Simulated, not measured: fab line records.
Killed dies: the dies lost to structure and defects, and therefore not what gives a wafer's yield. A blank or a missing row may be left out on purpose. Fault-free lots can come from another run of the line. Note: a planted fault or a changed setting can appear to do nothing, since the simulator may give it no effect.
A struck lot beside a sound one / flow nand harc / 13 steps out of a route of 1302
Sound: these wafers, L738.1, L738.4, L738.6. The struck wafers were L735.2, L735.3, L735.5. The cause comes at the end.
Per side, at each step with rows, come the tool, then ch with its chambers, and then its first start. Under that, the readings that differ: sound wafers / struck wafers / difference of the means / sigmas: that difference in standard deviations of wafers without a fault.
alike: same words and numbers on both sides, and readings whose means sit less than 2 such deviations apart. not compared: any withheld reading, any reading some wafer has no value for, any bound like >300 that may hide the same value, and any number with overlapping values for which the record gives no deviation.
A row with sigmas, a row that says differs or no value, or rows on one side alone: a step with any of these is where the two part. Non-overlapping numbers with no deviation appear without sigmas and do not part them. A reading that every wafer of one side lacks parts them only if that side has two wafers or more.

NHARC_A_STAIRCASE_DESCUM_291: chemistry O2, time 3 s.
  sound on rie diel-12 ch 0,2, day 22 04:44; struck on rie diel-12 ch 0,1,3, day 21 05:41
  alike: chamber pressure mTorr, drypump motor current A, oes product au, rf vpp V, showerhead plenum p Torr, throttle valve pct
  not compared: rf hours counter h
then, 3 steps without rows for these wafers: NHARC_A_STAIRCASE_ETCH_292 (etches the open film in CF4/CHF3); NHARC_A_STAIRCASE_HM_OPEN_460 (chemistry O2/COS); NHARC_A_STAIRCASE_STRIP_461 (strips in O2/COS).
NHARC_A_STAIRCASE_ETCH_452: etches the open film in CF4/O2, target depth 30 nm, overetch 3 nm, time 16.5 s.
  sound on rie diel-12 ch 0,1; struck on rie diel-12 ch 1,2,3
  alike: chamber pressure mTorr, drypump motor current A, oes product au, rf vpp V, showerhead plenum p Torr, throttle valve pct
  not compared: rf hours counter h
NHARC_A_STAIRCASE_ETCH_294: etches the open film in C4F8/O2/Ar, target depth 4989 nm, time 1211.6 s.
  sound on rie diel-12 ch 0,2; struck on rie diel-12 ch 0,1,3
  alike: chamber pressure mTorr, oes product au, rf vpp V
  not compared: rf hours counter h
NHARC_A_STAIRCASE_STRIP_295: strips in O2.
  sound on rie diel-12 ch 1,2,3; struck on rie diel-12 ch 0,1,2
  alike: chamber pressure mTorr, drypump motor current A, oes product au, rf vpp V, showerhead plenum p Torr, throttle valve pct
  not compared: rf hours counter h
then, 3 steps without rows for these wafers: NHARC_A_STAIRCASE_STRIP_296 (strips in SPM, time 900 s); NHARC_A_STAIRCASE_PRECLEAN_297 (cleans in SC1); NHARC_A_STAIRCASE_SRD_298.
NHARC_A_STAIRCASE_HM_DEP_462: deposits aC, target thk 800 nm.
  sound on acl dep-02 ch 0, day 22 07:14; struck on acl dep-01 ch 0, day 21 08:56
  alike: throttle valve pct
NHARC_A_STAIRCASE_DEP_301: deposits SiON, target thk 30 nm.
  sound on pecvd-03 ch 0,2, day 22 09:06; struck on pecvd-04 ch 0,2, day 21 10:30
reading=rf fwd power W (W); sound=347.8 349.0 345.0; struck=487.9 490.2 488.7; difference=+141.7; sigmas=+99 or more
  alike: chamber pressure Torr, heater power w
then, 1 step without rows for these wafers: NHARC_A_STAIRCASE_DEHYDRATE_302 (time 120 s).

## WHERE THEY PART
Within this record, at NHARC_A_STAIRCASE_DEP_301 only.

WHY: what the simulator had put in
Process parameter drift: pecvd-04, from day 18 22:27 on, at NHARC_A_STAIRCASE_DEP_301. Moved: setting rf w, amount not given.
